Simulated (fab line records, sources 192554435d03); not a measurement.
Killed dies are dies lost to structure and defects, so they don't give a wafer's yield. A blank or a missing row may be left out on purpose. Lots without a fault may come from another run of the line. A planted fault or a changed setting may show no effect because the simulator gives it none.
fab line records | flow n5_finfet
record lots=24 wafers=72 last_day=17
route steps=1938 shown BEOL_M9@1423 BEOL_M10@1470
lots that met no fault: from a run of the same line without faults
start_h: hours from the record's first day to the start of the lot's first wafer shown | wait_h: hours since the lot's step before | " the same as in the row above | L1.1+2: a row that stands for several wafers | - no value, or no start given | * or withheld: withheld | < > ~ a bound
route shown NAME@n: a module of which the file shows steps, and the number in the route of the first | usual: mean/standard deviation of fault-free wafers | same: alike in all rows | chamber/n: place in a boat | sites: the reading at each site | _std_site: their standard deviation | _edge_site: outer sites' mean less inner sites' | radius_mm: how far each site lies from the wafer's centre | mask NAME#n: copy n | behind: the tool/chamber that last shaped the wafer | hold: why the lot was held/for how many hours/how that ended | device: the transistor (n, p or np) that didn't switch | end of line: the same wafers' tests at the end of the route | a step without rows: its recipe alone | killed: dies lost to structure and defects at the first sort, not the wafer's yield | map: a wafer's dies, x killed, . not, _ none there
set.NAME: the setting as run; set.NAME@STEP: as run at that earlier step | model.NAME: the simulator's own value behind a step, which no gauge read
steps of the route over a sample of lots; a table a step, a row a wafer
services: from which hour (start_h, from the record's first day; less than 0 if before it) a tool's chamber was out of use, for how many hours, and why
## steps
# step N5_BEOL_M9_STRIP_19
# recipe chemistry=O2 power_w=400 temp_c=40 pressure_mtorr=30 rf_frequency_hz=6e+07 bias_power_w=0 overash_fraction=0.2 o2_flow_sccm=225
# usual drypump_motor_current_A=5.84/0.27 o2_flow_sccm=225.1/0.65 oes_product_au=0.79/0.093 rf_vpp_V=3.7/0.61 showerhead_plenum_p_Torr=2.10/0.061 throttle_valve_pct=16.77/0.26
# columns lot.wafer tool chamber start_h wait_h drypump_motor_current_A o2_flow_sccm oes_product_au rf_hours_counter_h rf_vpp_V showerhead_plenum_p_Torr throttle_valve_pct
L075.3 rie_diel-02 1 220.55 0.1 5.89 225.1 0.71 221 3.6 2.07 17.03
L075.4 " 2 " " 5.33 224.8 0.77 - 3.9 2.02 16.57
L075.5 " 1 " " 5.90 225.6 0.70 - 3.8 2.07 17.03
L074.3 rie_diel-06 0 224.11 0.1 5.83 224.9 0.68 245 4.7 2.15 17.12
L074.5 " 0 " " 5.84 225.2 0.67 - 2.8 2.15 17.12
L074.6 " 3 " " 6.14 225.5 0.79 - 3.8 2.03 16.79
L076.2 rie_diel-06 2 227.54 0.1 5.77 226.4 0.72 194 4.8 2.16 16.80
L076.4 " 0 " " 5.83 225.3 0.67 - 4.8 2.15 17.12
L076.5 " 2 " " 5.79 226.3 0.72 - 4.1 2.16 16.83
L077.1 rie_diel-06 2 228.97 0.1 5.77 226.9 0.72 195 3.0 2.16 16.80
L077.3 " 0 " " 5.82 225.6 0.67 247 3.8 2.15 17.11
L077.5 " 2 " " 5.78 225.6 0.73 - 3.3 2.16 16.84
L078.4 rie_diel-02 1 232.47 0.1 5.91 224.7 0.70 - 3.6 2.07 17.03
L078.5 " 0 " " 6.10 225.1 0.75 - 2.8 2.09 16.93
L078.6 " 2 " " 5.32 224.1 0.76 - 3.1 2.02 16.57
L079.2 rie_diel-02 0 235.27 0.1 6.08 224.5 0.75 176 4.4 2.09 16.95
L079.3 " 2 " " 5.33 224.9 0.76 160 4.6 2.02 16.58
L079.6 " 0 " " 6.08 224.1 0.74 - 2.6 2.09 16.94
L080.2 rie_diel-06 1 252.51 0.2 5.97 224.3 0.97 4 5.3 2.16 16.35
L080.3 " 2 " " 5.77 224.3 0.71 204 2.2 2.16 16.84
L080.5 " 1 " " 5.95 224.4 0.97 - 3.3 2.16 16.37
L081.1 rie_diel-02 1 256.75 0.1 5.91 225.6 0.69 233 3.8 2.06 17.01
L081.3 " 0 " " 6.10 225.4 0.73 183 2.4 2.09 16.95
L081.6 " 0 " " 6.11 225.1 0.74 - 2.6 2.09 16.93
L082.1 rie_diel-04 2 269.45 0.1 5.83 225.9 0.86 55 3.2 2.05 16.11
L082.4 " 1 " " 6.24 226.1 0.90 45 3.2 2.23 16.75
L082.6 " 0 " " 5.85 224.5 0.75 - 4.2 2.17 17.04
L083.1 rie_diel-02 0 274.17 0.4 6.09 225.6 0.74 188 1.9 2.09 16.99
L083.3 " 2 " " 5.31 226.5 0.75 172 3.7 2.02 16.62
L083.4 " 1 " " 5.90 224.4 0.69 239 4.1 2.06 17.06
L084.2 rie_diel-06 1 281.71 0.2 5.96 224.9 0.94 15 4.2 2.16 16.38
L084.5 " 0 " " 5.81 226.3 0.94 - 2.7 2.15 16.68
L084.6 " 3 " " 6.17 224.5 0.77 - 3.4 2.03 16.84
L085.3 rie_diel-02 1 283.40 0.1 5.89 224.9 0.69 244 3.4 2.06 17.07
L085.4 " 3 " " 5.58 224.9 0.97 13 2.6 2.14 16.49
L085.6 " 3 " " 5.60 226.3 0.97 - 3.3 2.14 16.46
L087.2 rie_diel-02 1 294.05 0.2 5.89 223.7 0.68 250 4.2 2.06 17.09
L087.3 " 2 " " 5.29 225.4 0.74 183 4.0 2.01 16.64
L087.6 " 2 " " 5.31 225.2 0.73 - 3.8 2.01 16.61
L088.4 rie_diel-02 1 295.24 0.1 5.88 224.8 0.69 - 2.9 2.06 17.07
L088.5 " 2 " " 5.30 226.6 0.75 - 3.2 2.01 16.64
L088.6 " 0 " " 6.10 225.1 0.73 - 3.0 2.08 16.99
L089.1 rie_diel-04 1 299.38 0.1 6.24 225.5 0.89 46 4.6 2.23 16.76
L089.3 " 2 " " 5.83 225.3 0.86 55 3.8 2.04 16.10
L089.4 " 0 " " 5.83 223.6 0.74 177 4.6 2.17 17.08
L086.2 rie_diel-06 3 299.62 0.1 6.13 225.0 0.77 124 3.2 2.02 16.85
L086.4 " 1 " " 5.95 224.5 0.92 23 4.2 2.15 16.38
L086.5 " 1 " " 5.95 225.8 0.90 - 4.0 2.15 16.39
L090.1 rie_diel-02 0 305.69 0.2 6.08 225.2 0.73 205 4.5 2.08 16.99
L090.2 " 3 " " 5.60 225.4 0.95 17 3.5 2.14 16.47
L090.6 " 3 " " 5.61 225.5 0.93 - 3.7 2.14 16.49
L092.2 rie_diel-06 1 317.60 0.1 5.96 225.2 0.92 28 3.7 2.15 16.41
L092.3 " 3 " " 6.15 225.1 0.76 129 3.4 2.02 16.87
L092.6 " 3 " " 6.15 224.7 0.76 - 3.1 2.02 16.87
L091.1 rie_diel-04 3 320.69 0.1 5.46 225.1 0.70 244 5.1 2.07 16.99
L091.2 " 2 " " 5.79 225.5 0.85 59 3.5 2.04 16.10
L091.3 " 1 " " 6.25 225.0 0.88 54 3.5 2.23 16.79
L093.1 rie_diel-06 1 333.38 0.2 5.96 226.5 0.90 35 3.8 2.15 16.42
L093.2 " 3 " " 6.19 225.1 0.76 136 3.5 2.02 16.87
L093.6 " 3 " " 6.19 225.1 0.76 - 3.4 2.02 16.90
L095.2 rie_diel-06 3 333.42 0.2 6.14 225.3 0.76 136 3.6 2.02 16.86
L095.3 " 0 " " 5.82 225.7 0.88 28 3.4 2.14 16.70
L095.5 " 1 " " 5.98 224.4 0.89 - 3.6 2.15 16.39
L094.1 rie_diel-02 1 334.10 0.1 5.90 224.5 0.94 4 3.1 2.06 16.61
L094.2 " 2 " " 5.35 225.2 0.72 200 4.6 2.01 16.66
L094.6 " 0 " " 6.09 225.4 0.71 - 4.5 2.08 17.01
L096.2 rie_diel-04 0 340.90 0.1 5.84 225.1 0.73 192 3.5 2.17 17.10
L096.5 " 0 " " 5.86 223.6 0.73 - 3.5 2.17 17.09
L096.6 " 1 " " 6.25 225.7 0.87 - 3.5 2.22 16.81
L097.4 rie_diel-02 3 347.50 0.1 5.57 224.9 0.90 33 3.6 2.14 16.51
L097.5 " 0 " " 6.09 226.3 0.71 - 4.3 2.08 17.02
L097.6 " 1 " " 5.89 224.0 0.94 - 4.6 2.05 16.60
# step N5_BEOL_M9_OVL_MEAS_29
# recipe points_per_wafer=522
# usual V8_OVL=0.5/0.74
# columns lot.wafer tool chamber start_h wait_h V8_OVL[nm]
L075.3 overlay-01 0 221.30 0.0 1.3
L075.4 " 0 " " 0.8
L075.5 " 0 " " 0.3
L074.3 overlay-02 0 225.58 0.0 0.0
L074.5 " 0 " " 0.2
L074.6 " 0 " " 0.5
L076.2 overlay-02 0 228.08 0.0 -0.4
L076.4 " 0 " " -0.1
L076.5 " 0 " " 0.5
L077.1 overlay-01 0 230.30 0.0 0.7
L077.3 " 0 " " 0.3
L077.5 " 0 " " 0.1
L078.4 overlay-02 0 233.00 0.0 1.7
L078.5 " 0 " " 1.3
L078.6 " 0 " " 1.5
L079.2 overlay-01 0 237.15 0.0 1.5
L079.3 " 0 " " 1.7
L079.6 " 0 " " 1.4
L080.2 overlay-01 0 253.16 0.0 0.3
L080.3 " 0 " " 0.3
L080.5 " 0 " " -0.1
L081.1 overlay-01 0 258.14 0.0 -0.2
L081.3 " 0 " " 0.5
L081.6 " 0 " " 0.2
L082.1 overlay-01 0 271.28 0.0 1.3
L082.4 " 0 " " 0.5
L082.6 " 0 " " -0.1
L083.1 overlay-01 0 274.57 0.0 0.4
L083.3 " 0 " " 0.3
L083.4 " 0 " " 1.3
L084.2 overlay-01 0 282.12 0.0 1.6
L084.5 " 0 " " 1.6
L084.6 " 0 " " 2.0
L085.3 overlay-01 0 283.94 0.0 -0.2
L085.4 " 0 " " 0.4
L085.6 " 0 " " 0.6
L087.2 overlay-01 0 294.46 0.0 1.4
L087.3 " 0 " " 0.4
L087.6 " 0 " " -0.4
L088.4 overlay-02 0 297.65 0.0 -0.1
L088.5 " 0 " " 1.4
L088.6 " 0 " " -0.2
L089.1 overlay-01 0 300.00 0.0 0.0
L089.3 " 0 " " -0.5
L089.4 " 0 " " 1.3
L086.2 overlay-01 0 301.53 0.0 0.9
L086.4 " 0 " " 0.6
L086.5 " 0 " " 0.3
L090.1 overlay-01 0 306.23 0.0 0.0
L090.2 " 0 " " 0.7
L090.6 " 0 " " 0.8
L092.2 overlay-01 0 318.01 0.0 0.7
L092.3 " 0 " " 0.7
L092.6 " 0 " " 0.4
L091.1 overlay-01 0 322.59 0.0 0.0
L091.2 " 0 " " 0.6
L091.3 " 0 " " 0.2
L095.2 overlay-02 0 335.12 0.0 -1.7
L095.3 " 0 " " -1.0
L095.5 " 0 " " 0.3
L093.1 overlay-01 0 335.21 0.0 0.5
L093.2 " 0 " " 0.3
L093.6 " 0 " " -0.1
L094.1 overlay-02 0 335.53 0.0 1.2
L094.2 " 0 " " 1.0
L094.6 " 0 " " 1.7
L096.2 overlay-01 0 341.43 0.0 -0.7
L096.5 " 0 " " -0.1
L096.6 " 0 " " -0.2
L097.4 overlay-02 0 348.15 0.0 0.2
L097.5 " 0 " " 0.3
L097.6 " 0 " " 0.7
# step N5_BEOL_M9_DESCUM_33
# recipe chemistry=O2 time_s=7 source_power_w=50 bias_power_w=20 pressure_mtorr=20 rf_frequency_hz=2.712e+07 temp_c=40 resist=CAR-EUV o2_flow_sccm=225
# usual drypump_motor_current_A=5.83/0.27 o2_flow_sccm=225.0/0.63 oes_product_au=0.80/0.095 rf_vpp_V=243.2/1.3 showerhead_plenum_p_Torr=2.10/0.062 throttle_valve_pct=20.51/0.25
# columns lot.wafer tool chamber start_h wait_h drypump_motor_current_A o2_flow_sccm oes_product_au rf_hours_counter_h rf_vpp_V showerhead_plenum_p_Torr throttle_valve_pct
L075.3 rie_diel-04 3 221.38 0.0 5.47 225.3 0.72 224 240.9 2.07 20.70
L075.4 " 1 " " 6.24 226.6 0.92 31 244.5 2.23 20.57
L075.5 " 0 " " 5.83 224.2 0.76 - 245.6 2.17 20.80
L074.3 rie_diel-02 0 225.66 0.0 6.09 224.8 0.75 172 242.0 2.09 20.71
L074.5 " 2 " " 5.30 225.2 0.77 - 240.8 2.02 20.35
L074.6 " 0 " " 6.08 224.5 0.75 - 242.2 2.09 20.72
L076.2 rie_diel-06 2 228.16 0.0 5.77 225.6 0.72 195 243.3 2.16 20.54
L076.4 " 0 " " 5.85 225.4 0.68 - 244.5 2.15 20.83
L076.5 " 2 " " 5.76 224.7 0.72 - 244.9 2.16 20.54
L077.1 rie_diel-02 2 230.44 0.1 5.31 224.3 0.76 158 241.2 2.02 20.35
L077.3 " 1 " " 5.89 224.8 0.70 224 243.1 2.06 20.76
L077.5 " 0 " " 6.08 225.0 0.74 - 242.3 2.09 20.72
L078.4 rie_diel-04 2 233.07 0.0 5.76 224.8 0.89 44 243.1 2.04 19.78
L078.5 " 3 " " 5.46 224.5 0.72 - 241.9 2.07 20.70
L078.6 " 2 " " 5.76 225.2 0.87 - 241.1 2.04 19.81
L079.2 rie_diel-02 1 237.24 0.0 5.89 223.3 0.70 226 243.6 2.06 20.78
L079.3 " 0 " " 6.08 224.5 0.74 176 244.4 2.09 20.72
L079.6 " 0 " " 6.08 224.0 0.75 - 241.7 2.09 20.72
L080.2 rie_diel-04 1 253.25 0.0 6.25 224.2 0.91 39 243.8 2.23 20.58
L080.3 " 0 " " 5.81 224.6 0.75 171 243.6 2.17 20.80
L080.5 " 1 " " 6.25 224.7 0.91 - 243.9 2.23 20.58
L081.1 rie_diel-06 1 258.28 0.1 5.97 224.1 0.97 6 241.9 2.15 20.16
L081.3 " 3 " " 6.16 225.2 0.78 108 242.3 2.02 20.61
L081.6 " 3 " " 6.16 224.6 0.78 - 242.3 2.02 20.59
L082.1 rie_diel-06 2 272.08 0.7 5.76 224.6 0.71 210 244.8 2.15 20.57
L082.4 " 0 " " 5.87 224.6 0.94 5 243.4 2.14 20.46
L082.6 " 1 " " 5.93 224.2 0.95 - 243.9 2.15 20.16
L083.1 rie_diel-06 0 275.49 0.9 5.84 225.6 0.94 6 244.5 2.14 20.49
L083.3 " 3 " " 6.12 224.2 0.79 113 240.9 2.02 20.61
L083.4 " 1 " " 5.97 225.5 0.95 11 243.8 2.15 20.15
L084.2 rie_diel-02 2 283.95 1.8 5.29 225.1 0.74 177 242.0 2.01 20.38
L084.5 " 1 " " 5.88 225.0 0.68 - 243.6 2.06 20.80
L084.6 " 0 " " 6.07 224.6 0.72 - 243.0 2.08 20.73
L085.3 rie_diel-06 2 286.57 2.6 5.77 225.9 0.70 217 244.4 2.15 20.58
L085.4 " 0 " " 5.84 225.5 0.91 12 244.2 2.14 20.48
L085.6 " 2 " " 5.78 224.2 0.70 - 244.3 2.15 20.56
L087.2 rie_diel-06 2 294.77 0.3 5.76 224.9 0.70 221 244.2 2.15 20.57
L087.3 " 0 " " 5.84 225.0 0.91 16 244.3 2.14 20.49
L087.6 " 1 " " 5.96 225.8 0.91 - 244.2 2.15 20.16
L088.4 rie_diel-06 2 297.73 0.0 5.78 224.2 0.70 223 243.4 2.15 20.56
L088.5 " 0 " " 5.83 224.8 0.91 - 245.1 2.14 20.50
L088.6 " 3 " " 6.16 225.5 0.76 - 242.5 2.02 20.64
L089.1 rie_diel-02 2 300.09 0.0 5.30 225.1 0.74 186 242.0 2.01 20.39
L089.3 " 0 " " 6.09 225.0 0.73 202 241.9 2.08 20.76
L089.4 " 2 " " 5.30 225.5 0.74 - 241.8 2.01 20.38
L086.2 rie_diel-06 0 301.62 0.0 5.82 225.2 0.89 19 244.3 2.14 20.48
L086.4 " 1 " " 5.93 224.8 0.91 24 243.5 2.15 20.16
L086.5 " 3 " " 6.13 225.6 0.76 - 242.7 2.02 20.63
L090.1 rie_diel-02 0 306.32 0.0 6.10 224.6 0.72 205 242.4 2.08 20.76
L090.2 " 3 " " 5.59 225.7 0.94 18 244.6 2.14 20.28
L090.6 " 2 " " 5.34 224.6 0.73 - 240.8 2.01 20.40
L092.2 rie_diel-02 2 318.34 0.3 5.30 224.7 0.73 194 241.9 2.00 20.39
L092.3 " 3 " " 5.61 226.1 0.93 23 243.5 2.14 20.27
L092.6 " 2 " " 5.31 224.2 0.74 - 240.1 2.00 20.40
L091.1 rie_diel-06 3 322.71 0.1 6.14 225.2 0.76 132 242.0 2.01 20.65
L091.2 " 1 " " 5.97 225.1 0.91 31 244.8 2.15 20.19
L091.3 " 2 " " 5.79 224.6 0.70 229 244.1 2.15 20.57
L095.2 rie_diel-02 1 335.20 0.0 5.89 224.3 0.95 4 243.9 2.05 20.42
L095.3 " 3 " " 5.59 225.3 0.91 30 243.4 2.13 20.29
L095.5 " 0 " " 6.09 225.3 0.72 - 244.5 2.07 20.78
L093.1 rie_diel-02 2 335.63 0.4 5.32 225.0 0.72 201 242.2 2.00 20.40
L093.2 " 0 " " 6.08 225.9 0.71 217 241.0 2.07 20.78
L093.6 " 1 " " 5.89 224.7 0.94 - 242.2 2.05 20.40
L094.1 rie_diel-04 3 335.64 0.0 5.45 223.7 0.69 249 242.8 2.06 20.74
L094.2 " 0 " " 5.85 224.5 0.73 190 243.5 2.16 20.84
L094.6 " 1 " " 6.25 225.7 0.87 - 245.1 2.22 20.61
L096.2 rie_diel-04 0 341.65 0.2 5.83 225.7 0.73 193 244.2 2.16 20.84
L096.5 " 1 " " 6.25 227.2 0.87 - 244.5 2.22 20.62
L096.6 " 0 " " 5.84 225.0 0.72 - 245.4 2.16 20.83
L097.4 rie_diel-02 0 348.22 0.0 6.10 225.0 0.71 220 242.9 2.07 20.78
L097.5 " 3 " " 5.60 225.4 0.90 - 243.6 2.13 20.29
L097.6 " 0 " " 6.10 225.3 0.70 - 243.6 2.07 20.79
# step N5_BEOL_M9_CD_MEAS_35
# recipe target_cd_nm=70 target_cd_y_nm=40 polarity=opening
# usual cd_nm=69.8/0.54
# columns lot.wafer tool chamber start_h wait_h cd_nm
L075.3 cd_sem-03 - 221.99 0.0 70.1
L075.4 " - " " 70.1
L075.5 " - " " 69.7
L074.3 cd_sem-01 - 226.27 0.0 70.1
L074.5 " - " " 69.8
L074.6 " - " " 70.5
L076.2 cd_sem-03 - 228.77 0.0 70.0
L076.4 " - " " 70.4
L076.5 " - " " 70.7
L077.1 cd_sem-01 - 231.04 0.0 69.0
L077.3 " - " " 69.0
L077.5 " - " " 69.8
L078.4 cd_sem-01 - 233.68 0.0 69.9
L078.5 " - " " 70.1
L078.6 " - " " 70.0
L079.2 cd_sem-02 - 237.85 0.0 68.9
L079.3 " - " " 69.4
L079.6 " - " " 69.3
L080.2 cd_sem-03 - 253.86 0.0 69.2
L080.3 " - " " 69.1
L080.5 " - " " 69.5
L081.1 cd_sem-03 - 258.89 0.0 69.4
L081.3 " - " " 69.6
L081.6 " - " " 69.9
L082.1 cd_sem-01 - 272.69 0.0 69.4
L082.4 " - " " 69.0
L082.6 " - " " 69.3
L083.1 cd_sem-03 - 276.10 0.0 70.6
L083.3 " - " " 69.7
L083.4 " - " " 70.1
L084.2 cd_sem-03 - 284.56 0.0 69.5
L084.5 " - " " 69.6
L084.6 " - " " 69.7
L085.3 cd_sem-03 - 287.18 0.0 69.9
L085.4 " - " " 70.1
L085.6 " - " " 70.4
L087.2 cd_sem-02 - 295.38 0.0 69.6
L087.3 " - " " 70.2
L087.6 " - " " 69.4
L088.4 cd_sem-02 - 298.35 0.0 69.7
L088.5 " - " " 70.1
L088.6 " - " " 70.3
L089.1 cd_sem-01 - 300.70 0.0 69.6
L089.3 " - " " 69.2
L089.4 " - " " 69.8
L086.2 cd_sem-03 - 302.23 0.0 69.2
L086.4 " - " " 70.1
L086.5 " - " " 70.0
L090.1 cd_sem-01 - 307.03 0.0 69.3
L090.2 " - " " 70.0
L090.6 " - " " 69.8
L092.2 cd_sem-03 - 318.96 0.0 69.4
L092.3 " - " " 69.9
L092.6 " - " " 68.9
L091.1 cd_sem-01 - 323.32 0.0 70.8
L091.2 " - " " 71.0
L091.3 " - " " 69.8
L095.2 cd_sem-02 - 335.82 0.0 69.3
L095.3 " - " " 69.0
L095.5 " - " " 69.2
L093.1 cd_sem-03 - 336.25 0.0 71.0
L093.2 " - " " 70.3
L093.6 " - " " 70.3
L094.1 cd_sem-01 - 336.26 0.0 69.9
L094.2 " - " " 69.7
L094.6 " - " " 70.3
L096.2 cd_sem-01 - 342.27 0.0 69.9
L096.5 " - " " 70.1
L096.6 " - " " 70.1
L097.4 cd_sem-03 - 348.85 0.0 69.3
L097.5 " - " " 68.9
L097.6 " - " " 69.7
# step N5_BEOL_M10_ILD_DEP_00
# recipe material=SiCOH_lowk target_thk_a=3085.1 temp_c=300 precursor=DEMS/porogen pressure_torr=5 rf_w=500 time_s=58
# usual heater_power_w=359/57 showerhead_plenum_p_Torr=5.730/0.027 susceptor_temp_C=300.02/0.2 throttle_valve_pct=13.8/0.7
# columns lot.wafer tool chamber start_h wait_h heater_power_w showerhead_plenum_p_Torr susceptor_temp_C throttle_valve_pct
L075.3 pecvd-01 0 224.80 0.0 295 5.692 299.99 14.0
L075.4 " 1 " " 379 5.754 300.39 14.5
L075.5 " 2 " " 321 5.698 300.32 12.9
L074.3 pecvd-03 0 228.76 0.0 395 5.771 299.92 14.4
L074.5 " 1 " " 303 5.709 299.86 12.9
L074.6 " 2 " " 331 5.742 300.00 13.3
L076.2 pecvd-01 2 232.27 0.0 349 5.697 299.89 13.3
L076.4 " 2 " " 351 5.706 300.22 13.1
L076.5 " 1 " " 363 5.779 300.18 14.7
L077.1 pecvd-01 1 234.91 0.0 373 5.782 300.20 14.6
L077.3 " 0 " " 312 5.708 300.03 14.2
L077.5 " 0 " " 320 5.704 300.23 14.4
L078.4 pecvd-03 2 236.27 0.1 333 5.740 300.10 13.1
L078.5 " 2 " " 342 5.727 300.10 12.9
L078.6 " 0 " " 375 5.770 300.13 14.5
L079.2 pecvd-01 2 240.18 0.0 332 5.716 300.07 13.3
L079.3 " 0 " " 289 5.715 300.15 13.9
L079.6 " 2 " " 341 5.700 300.01 13.2
L080.2 pecvd-01 1 256.79 0.0 375 5.752 299.69 14.5
L080.3 " 2 " " 342 5.700 300.37 13.2
L080.5 " 0 " " 280 5.707 300.30 14.2
L081.1 pecvd-03 2 263.00 0.0 339 5.756 299.93 13.1
L081.3 " 1 " " 302 5.716 300.10 13.0
L081.6 " 0 " " 406 5.757 299.87 14.7
L082.1 pecvd-02 1 275.06 0.0 406 5.723 300.10 12.7
L082.4 " 1 " " 407 5.737 299.98 12.9
L082.6 " 2 " " 430 5.737 299.89 13.1
L083.1 pecvd-02 1 279.09 0.0 378 5.740 299.84 12.9
L083.3 " 0 " " 465 5.723 299.80 14.7
L083.4 " 2 " " 395 5.721 300.22 13.3
L084.2 pecvd-01 2 286.80 0.0 317 5.707 300.06 13.1
L084.5 " 1 " " 350 5.767 299.69 14.6
L084.6 " 0 " " 282 5.710 300.15 14.2
L085.3 pecvd-01 1 290.25 0.0 380 5.754 300.23 14.5
L085.4 " 1 " " 380 5.784 300.16 14.8
L085.6 " 2 " " 336 5.720 300.35 13.2
L087.2 pecvd-02 0 299.38 0.0 477 5.703 300.30 14.5
L087.3 " 1 " " 398 5.722 300.19 13.0
L087.6 " 2 " " 368 5.740 300.08 13.1
L088.4 pecvd-02 1 301.01 0.1 415 5.742 299.93 12.7
L088.5 " 0 " " 481 5.731 299.68 14.6
L088.6 " 2 " " 435 5.718 300.39 13.3
L089.1 pecvd-02 2 303.94 0.0 425 5.728 299.99 13.3
L089.3 " 1 " " 391 5.724 300.05 12.9
L089.4 " 2 " " 424 5.746 299.96 13.4
L086.2 pecvd-02 0 306.58 0.0 483 5.732 299.95 14.3
L086.4 " 0 " " 477 5.711 299.81 14.6
L086.5 " 1 " " 347 5.738 299.78 12.9
L090.1 pecvd-01 1 309.71 0.0 377 5.767 300.33 14.7
L090.2 " 2 " " 336 5.705 299.61 13.3
L090.6 " 1 " " 379 5.783 299.73 14.7
L092.2 pecvd-01 0 323.13 0.0 327 5.705 299.92 14.4
L092.3 " 2 " " 294 5.714 299.89 13.4
L092.6 " 1 " " 340 5.768 299.99 14.7
L091.1 pecvd-03 1 327.16 0.0 284 5.724 300.10 12.9
L091.2 " 0 " " 356 5.765 300.12 14.9
L091.3 " 2 " " 345 5.750 300.05 13.3
L095.2 pecvd-03 1 338.30 0.0 302 5.714 299.98 13.4
L095.3 " 2 " " 340 5.740 299.73 13.3
L095.5 " 1 " " 244 5.714 299.93 12.7
L093.1 pecvd-01 0 338.84 0.0 261 5.709 299.71 14.3
L093.2 " 2 " " 354 5.716 300.04 13.5
L093.6 " 0 " " 276 5.697 300.28 14.2
L094.1 pecvd-02 1 338.91 0.0 349 5.729 300.09 12.7
L094.2 " 0 " " 428 5.715 300.10 14.5
L094.6 " 2 " " 452 5.731 300.27 13.2
L096.2 pecvd-01 0 345.64 0.0 262 5.695 300.32 14.3
L096.5 " 2 " " 268 5.707 300.26 13.6
L096.6 " 1 " " 344 5.780 300.12 14.4
L097.4 pecvd-01 0 351.87 0.1 310 5.692 299.90 14.3
L097.5 " 2 " " 272 5.700 299.95 13.4
L097.6 " 1 " " 382 5.779 300.01 14.6
# step N5_BEOL_M10_HM_DEP_02
# recipe material=TiN target_thk_a=200 temp_c=25 chamber_pressure_pa=0.49996
# usual chamber_pressure_pa=0.5000/0.00095 susceptor_temp_C=25.00/0.11 throttle_valve_pct=30.6/0.75
# columns lot.wafer tool chamber start_h wait_h chamber_pressure_pa susceptor_temp_C throttle_valve_pct
L075.3 pvd_sputter-02 - 226.83 0.9 0.5002 24.97 31.0
L075.4 " - " " 0.5004 25.06 29.1
L075.5 " - " " 0.4994 25.03 30.9
L074.3 pvd_sputter-01 - 231.02 1.1 0.5018 25.14 29.6
L074.5 " - " " 0.4994 24.94 29.8
L074.6 " - " " 0.4992 24.97 30.5
L076.2 pvd_sputter-03 - 234.26 0.9 0.5005 24.89 30.6
L076.4 " - " " 0.5008 24.92 31.2
L076.5 " - " " 0.5000 24.97 31.7
L077.1 pvd_sputter-02 - 237.73 2.2 0.4996 25.03 30.6
L077.3 " - " " 0.4996 25.05 31.0
L077.5 " - " " 0.4988 25.10 30.8
L078.4 pvd_sputter-02 - 238.29 1.4 0.4993 25.06 30.3
L078.5 " - " " 0.4995 25.14 30.9
L078.6 " - " " 0.4997 24.92 29.9
L079.2 pvd_sputter-03 - 242.08 1.3 0.5005 25.12 30.5
L079.3 " - " " 0.5016 25.02 31.3
L079.6 " - " " 0.5012 24.95 31.2
L080.2 pvd_sputter-03 - 258.29 0.9 0.5007 25.12 30.5
L080.3 " - " " 0.5003 25.02 31.2
L080.5 " - " " 0.5008 25.10 31.1
L081.1 pvd_sputter-02 - 263.92 0.3 0.4982 25.10 30.5
L081.3 " - " " 0.4994 24.83 29.3
L081.6 " - " " 0.4997 24.86 29.7
L082.1 pvd_sputter-01 - 275.76 0.1 0.5006 25.09 29.7
L082.4 " - " " 0.5000 25.01 30.7
L082.6 " - " " 0.5012 24.86 30.9
L083.1 pvd_sputter-03 - 280.08 0.3 0.4991 25.13 31.3
L083.3 " - " " 0.5000 24.90 31.2
L083.4 " - " " 0.4991 24.96 31.6
L084.2 pvd_sputter-02 - 288.86 0.9 0.5004 25.03 30.5
L084.5 " - " " 0.4989 24.99 29.3
L084.6 " - " " 0.5009 25.08 30.4
L085.3 pvd_sputter-01 - 290.95 0.1 0.4998 25.00 29.8
L085.4 " - " " 0.5003 25.05 30.6
L085.6 " - " " 0.5011 25.11 29.6
L087.2 pvd_sputter-03 - 300.47 0.4 0.5004 25.31 30.7
L087.3 " - " " 0.5018 24.88 31.3
L087.6 " - " " 0.4988 25.23 31.2
L088.4 pvd_sputter-03 - 302.63 1.0 0.4995 25.09 31.1
L088.5 " - " " 0.5002 25.09 31.3
L088.6 " - " " 0.5016 25.20 31.6
L089.1 pvd_sputter-01 - 305.55 0.9 0.5009 24.92 29.5
L089.3 " - " " 0.5003 25.08 29.8
L089.4 " - " " 0.5010 24.85 30.7
L086.2 pvd_sputter-03 - 308.05 0.8 0.5018 25.09 31.3
L086.4 " - " " 0.5011 24.99 31.2
L086.5 " - " " 0.5009 24.98 31.5
L090.1 pvd_sputter-01 - 310.92 0.6 0.5007 25.09 29.6
L090.2 " - " " 0.5003 24.98 30.6
L090.6 " - " " 0.5023 24.83 31.0
L092.2 pvd_sputter-02 - 325.66 1.9 0.4995 24.93 29.8
L092.3 " - " " 0.5008 25.07 30.2
L092.6 " - " " 0.4997 25.18 29.7
L091.1 pvd_sputter-03 - 328.35 0.5 0.5000 25.04 32.2
L091.2 " - " " 0.4993 25.06 31.3
L091.3 " - " " 0.4991 24.95 31.1
L095.2 pvd_sputter-01 - 339.55 0.6 0.5013 24.96 31.1
L095.3 " - " " 0.5004 24.89 29.9
L095.5 " - " " 0.4997 25.07 30.5
L093.1 pvd_sputter-01 - 339.65 0.2 0.4995 24.82 30.2
L093.2 " - " " 0.4998 24.85 29.8
L093.6 " - " " 0.5003 25.06 30.9
L094.1 pvd_sputter-02 - 341.58 2.0 0.4989 24.97 30.5
L094.2 " - " " 0.5011 25.00 29.8
L094.6 " - " " 0.5008 24.92 31.4
L096.2 pvd_sputter-03 - 346.73 0.4 0.5005 24.82 31.1
L096.5 " - " " 0.4999 25.08 31.1
L096.6 " - " " 0.4991 25.09 30.5
L097.4 pvd_sputter-02 - 353.87 1.4 0.4977 24.96 28.9
L097.5 " - " " 0.4988 24.91 31.0
L097.6 " - " " 0.4982 25.09 29.8
## services
# columns tool chamber start_h hours kind
rie_diel-02 3 220.00 - clean
rie_diel-02 3 220.00 - consumable_replace:focus_ring
rie_diel-02 3 220.00 18.5 scheduled_down
rie_diel-02 3 220.00 18.5 vent_cycle
rie_diel-06 1 227.30 - clean
rie_diel-06 1 227.30 - consumable_replace:focus_ring
rie_diel-06 1 227.30 12.9 scheduled_down
rie_diel-06 1 227.30 12.9 vent_cycle
pecvd-03 1 232.91 4.1 repair
rie_diel-02 3 240.04 7.0 repair
pecvd-02 2 255.39 13.3 repair
rie_diel-04 3 256.08 4.6 repair
rie_diel-04 - 270.47 28.1 pm
pecvd-02 - 284.87 1.5 repair
rie_diel-02 3 286.50 12.4 repair
pecvd-03 - 292.21 0.6 repair
rie_diel-02 1 298.96 - clean
rie_diel-02 1 298.96 - consumable_replace:focus_ring
rie_diel-02 1 298.96 24.0 scheduled_down
rie_diel-02 1 298.96 24.0 vent_cycle
rie_diel-04 2 300.05 8.2 repair
rie_diel-06 2 315.03 5.0 repair
rie_diel-04 2 334.34 3.7 repair
pecvd-03 2 351.28 5.5 repair
## key
fault none
